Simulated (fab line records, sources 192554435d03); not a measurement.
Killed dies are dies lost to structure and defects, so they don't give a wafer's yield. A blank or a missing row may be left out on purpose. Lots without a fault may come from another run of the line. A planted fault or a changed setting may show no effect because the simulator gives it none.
Split-lot experiment | flow n5_finfet | 7 lots, 39 wafers read, on a route of 1938 steps

THE SPLIT
At N5_BEOL_M0_SAQP_PECVD_04 (deposits a-Si from SiH4/He, target thk 60 nm, time 60.2 s), the setting time_s was moved away from the recipe's 60.2 s on 15 of the 39 wafers read, by -19.6% to +50.9%. The other wafers ran this setting at the recipe's value.

FROM THE SPLIT TO THE READING: what the file shows between them, 5 steps
- N5_BEOL_M0_SAQP_THK_MEAS_05
- N5_BEOL_M0_SAQP_HM_DEP_111: deposits SiO2 from SiH4/N2O, target thk 12 nm, time 7.2 s
- N5_BEOL_M0_SAQP_COAT_81: time 60 s, resist thk 100 nm
- N5_BEOL_M0_SAQP_HM_OPEN_112: chemistry CHF3/O2, target SiO2, stops on a-Si, target depth 12 nm, time 13.5 s
- N5_BEOL_M0_SAQP_STRIP_113: strips in CHF3/O2

THE READING
oes_product_au, in a.u., at N5_BEOL_M0_SAQP_MANDREL_ETCH_20 (etches a-Si in HBr/Cl2, stops on SiNx, target depth 60 nm, bt time 10 s, time 30 s). Fault-free wafers of this fab line usually give 0.781 a.u., standard deviation 0.014 a.u..

wafer  | tool, chamber at the split | time_s as run, s | against the recipe | oes_product_au, a.u. | against lot-mates on the recipe
L074.1 | pecvd-02, 2                | 80.43            | +33.6%             | 0.924                | +0.127
L074.2 | pecvd-02, 0                | 60.2             | recipe             | 0.800                | -
L074.3 | pecvd-02, 1                | 80.43            | +33.6%             | 0.907                | +0.110
L074.4 | pecvd-02, 0                | 80.43            | +33.6%             | 0.928                | +0.131
L074.5 | pecvd-02, 1                | 60.2             | recipe             | 0.782                | -
L074.6 | pecvd-02, 2                | 60.2             | recipe             | 0.808                | -
L077.2 | pecvd-02, 2                | 60.2             | recipe             | 0.777                | -
L077.4 | pecvd-02, 2                | 60.2             | recipe             | 0.788                | -
L077.5 | pecvd-02, 1                | 60.2             | recipe             | 0.784                | -
L078.1 | pecvd-02, 1                | 60.2             | recipe             | 0.784                | -
L078.2 | pecvd-02, 2                | 78.59            | +30.5%             | 0.923                | +0.137
L078.3 | pecvd-02, 0                | 60.2             | recipe             | 0.770                | -
L078.4 | pecvd-02, 2                | 78.59            | +30.5%             | 0.926                | +0.140
L078.5 | pecvd-02, 1                | 60.2             | recipe             | 0.804                | -
L078.6 | pecvd-02, 0                | 78.59            | +30.5%             | 0.927                | +0.141
L081.1 | pecvd-04, 2                | 60.2             | recipe             | 0.774                | -
L081.2 | pecvd-04, 0                | 60.2             | recipe             | 0.795                | -
L081.3 | pecvd-04, 1                | 90.87            | +50.9%             | 1.021                | +0.239
L081.4 | pecvd-04, 2                | 90.87            | +50.9%             | 0.971                | +0.189
L081.5 | pecvd-04, 1                | 90.87            | +50.9%             | 0.985                | +0.203
L081.6 | pecvd-04, 0                | 60.2             | recipe             | 0.778                | -
L087.1 | pecvd-02, 2                | 60.2             | recipe             | 0.789                | -
L087.2 | pecvd-02, 1                | 60.2             | recipe             | 0.803                | -
L087.3 | pecvd-02, 0                | 60.2             | recipe             | 0.763                | -
L087.4 | pecvd-02, 2                | 60.2             | recipe             | 0.772                | -
L087.5 | pecvd-02, 1                | 60.2             | recipe             | 0.785                | -
L087.6 | pecvd-02, 0                | 60.2             | recipe             | 0.803                | -
L091.1 | pecvd-01, 1                | 60.2             | recipe             | 0.778                | -
L091.2 | pecvd-01, 2                | 48.38            | -19.6%             | 0.673                | -0.114
L091.3 | pecvd-01, 0                | 48.38            | -19.6%             | 0.690                | -0.097
L091.4 | pecvd-01, 1,2              | 60.2             | recipe             | 0.791                | -
L091.5 | pecvd-01, 1,2              | 60.2             | recipe             | 0.792                | -
L091.6 | pecvd-01, 0                | 48.38            | -19.6%             | 0.700                | -0.087
L095.1 | pecvd-04, 0                | 89.3             | +48.3%             | 0.964                | +0.185
L095.2 | pecvd-04, 2                | 89.3             | +48.3%             | 0.985                | +0.206
L095.3 | pecvd-04, 1                | 89.3             | +48.3%             | 1.005                | +0.226
L095.4 | pecvd-04, 0                | 60.2             | recipe             | 0.792                | -
L095.5 | pecvd-04, 1                | 60.2             | recipe             | 0.779                | -
L095.6 | pecvd-04, 2                | 60.2             | recipe             | 0.766                | -
Where a row lists several chambers, the file gives one row for several wafers and doesn't say which wafer went through which chamber.

THE FIT
A straight line over all 39 wafers: oes_product_au changes by +0.00422 a.u. for each +1% of time_s; r = +0.99; the points scatter about the line by 0.014 a.u..
The same after taking each lot's own level away (the mean of its wafers on the recipe; 39 wafers): +0.00425 a.u. for each +1%; r = +0.99; scatter 0.015 a.u..
On that fit, the largest move of time_s shifts the reading by 0.22 a.u..
The lots' own levels span 0.7790 to 0.7967 a.u., that is 1.3 times the standard deviation above.
So the lot-to-lot level changes the slope little: the two slopes agree.
Check: with one of the wafers moved furthest among these (+50.9%) left out of the fit, the line predicts +0.211 a.u. for it against its lot-mates. It came out at +0.239 a.u. against them.

OTHER SPLITS ON THESE WAFERS
These wafers also went through other splits before the reading. Each is held against what the fit with the lots' levels taken away leaves over:
other split on the same wafers | wafers away from the commonest value | r with oes_product_au (lot level and that fit taken away)
N5_FIN_SAQP_HM_DEP_03 time_s   | 9                                    | +0.11
N5_HKMG_FIN_ETCH_55 time_s     | 12                                   | +0.25

THE WHOLE CHAIN: every reading that the file lists as answering this split, in the file's order
step                            | what it does                                                                       | reading                                                                               | change (the file's fit)                  | r (the file's)
N5_BEOL_M0_SAQP_PECVD_04        | deposits a-Si from SiH4/He, target thk 60 nm, time 60.2 s                          | a-Si_of_BEOL_M0_SAQP_PECVD_04.thk_nm (the simulator's own value, which no gauge read) | +0.599 nm for each +1% of the setting    | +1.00
N5_BEOL_M0_SAQP_THK_MEAS_05     |                                                                                    | thk_nm                                                                                | withheld for each +1% of the setting     | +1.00
N5_BEOL_M0_SAQP_MANDREL_ETCH_20 | etches a-Si in HBr/Cl2, stops on SiNx, target depth 60 nm, bt time 10 s, time 30 s | oes_product_au                                                                        | +0.0042 a.u. for each +1% of the setting | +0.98
N5_BEOL_M0_SAQP_MANDREL_ETCH_20 | etches a-Si in HBr/Cl2, stops on SiNx, target depth 60 nm, bt time 10 s, time 30 s | etch.depth_nm (the simulator's own value, which no gauge read)                        | +0.584 nm for each +1% of the setting    | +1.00

THE FILE'S OWN FIT
oes_product_au changes by +0.0042 a.u. for each +1% of time_s, r = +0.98.
